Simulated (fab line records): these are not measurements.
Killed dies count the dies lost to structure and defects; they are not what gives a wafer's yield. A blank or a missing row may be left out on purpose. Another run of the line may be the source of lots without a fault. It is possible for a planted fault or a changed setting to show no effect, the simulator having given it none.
Which tool did it?    flow n5 finfet    Sampling: 24 lots, 72 wafers, 2 of 1938 route steps

## WHAT THE GAUGES SHOWED, per wafer
N5_BEOL_M9_INSPECT_58: inspects for defects (darkfield).
lot   measured      on                 raw defect count
L074  day 10 12:12  defect inspect-02  52 38 60
L075  day 10 12:56  defect inspect-02  62 70 56
L078  day 12 14:24  defect inspect-02  78 72 68
L077  day 12 14:28  defect inspect-02  58 97 71
L076  day 13 00:43  defect inspect-01  101 64 78
L083  day 13 02:08  defect inspect-02  58 46 71
L080  day 13 11:47  defect inspect-02  52 104 65
L081  day 13 12:20  defect inspect-02  134 84 72
L079  day 13 20:47  defect inspect-01  117 105 92
L082  day 13 21:05  defect inspect-02  58 50 49
L084  day 14 08:36  defect inspect-01  83 29 39
L086  day 14 14:32  defect inspect-01  90 60 64
L085  day 14 16:02  defect inspect-01  117 70 113
L088  day 14 21:13  defect inspect-01  109 128 146
L087  day 15 00:19  defect inspect-02  104 104 102
L091  day 15 10:01  defect inspect-02  103 109 94
L089  day 15 22:07  defect inspect-01  56 57 47
L093  day 16 04:35  defect inspect-02  39 56 42
L090  day 16 07:41  defect inspect-01  107 75 111
L094  day 16 14:53  defect inspect-02  125 96 96
L092  day 16 16:58  defect inspect-02  74 56 72
L095  day 16 20:22  defect inspect-02  86 96 111
L096  day 17 09:02  defect inspect-01  87 23 69
L097  day 17 14:54  defect inspect-02  113 72 103

N5_BEOL_M10_INSPECT_13: inspects for defects (brightfield).
lot   measured      on                 raw defect count
L074  day 10 15:37  defect inspect-02  460 361 407
L075  day 10 15:49  defect inspect-01  407 386 445
L078  day 12 16:28  defect inspect-01  424 397 386
L077  day 12 16:46  defect inspect-02  379 417 340
L076  day 13 05:50  defect inspect-01  616 362 507
L083  day 13 06:49  defect inspect-02  515 495 475
L080  day 13 13:14  defect inspect-01  406 635 406
L081  day 13 13:31  defect inspect-02  565 429 366
L079  day 13 23:41  defect inspect-02  464 493 501
L082  day 13 23:47  defect inspect-01  457 669 602
L084  day 14 10:43  defect inspect-02  393 379 340
L086  day 14 17:17  defect inspect-02  521 375 370
L085  day 14 18:29  defect inspect-01  614 345 544
L088  day 15 00:50  defect inspect-02  456 487 661
L087  day 15 03:50  defect inspect-02  493 603 451
L091  day 15 12:01  defect inspect-02  467 364 482
L089  day 16 01:55  defect inspect-01  513 663 367
L093  day 16 06:17  defect inspect-02  278 314 296
L090  day 16 10:09  defect inspect-01  650 445 650
L094  day 16 16:50  defect inspect-02  583 317 389
L092  day 16 18:55  defect inspect-02  395 398 513
L095  day 16 22:01  defect inspect-01  605 490 441
L096  day 17 12:48  defect inspect-02  560 414 459
L097  day 17 18:28  defect inspect-01  411 355 470

## TOOL THAT RAN EACH LOT (tool first, then ch and the chambers of the sampled wafers, then the start)
The record holds no process step before these readings.

## WHAT THE TOOLS THEMSELVES READ (means of the sampled wafers that have a number; where no wafer has one, the mark that the record gives instead)
The record holds no such reading with a usual standard deviation.

## THE ANSWER, worked out from the rows above alone
Rule: usual is defined by the lots themselves. The widest of any qualifying gaps counts: lots, ordered by their means at a reading, are off when they make up no more than a third of the lots, leave a main group of 4 or more, and stand apart from it by 3 or more times the standard deviation of that group's means. The tables above print the reading to a certain number of digits; a main group whose means all agree to those digits is not used. A lot without any number at a reading at which 4 lots or more have one is off too. Any other lot the step has rows for is counted as sound. After the gauges, taken in route order, come the tools' own readings; for these a lot's mean is taken, as printed above. The first step at which some lot is off is used, and at that step the reading that is off furthest; a lot without a number counts as furthest.
None of the lots is off at any reading shown; this tells nothing.

## WHAT THE SIMULATOR HAD PUT IN
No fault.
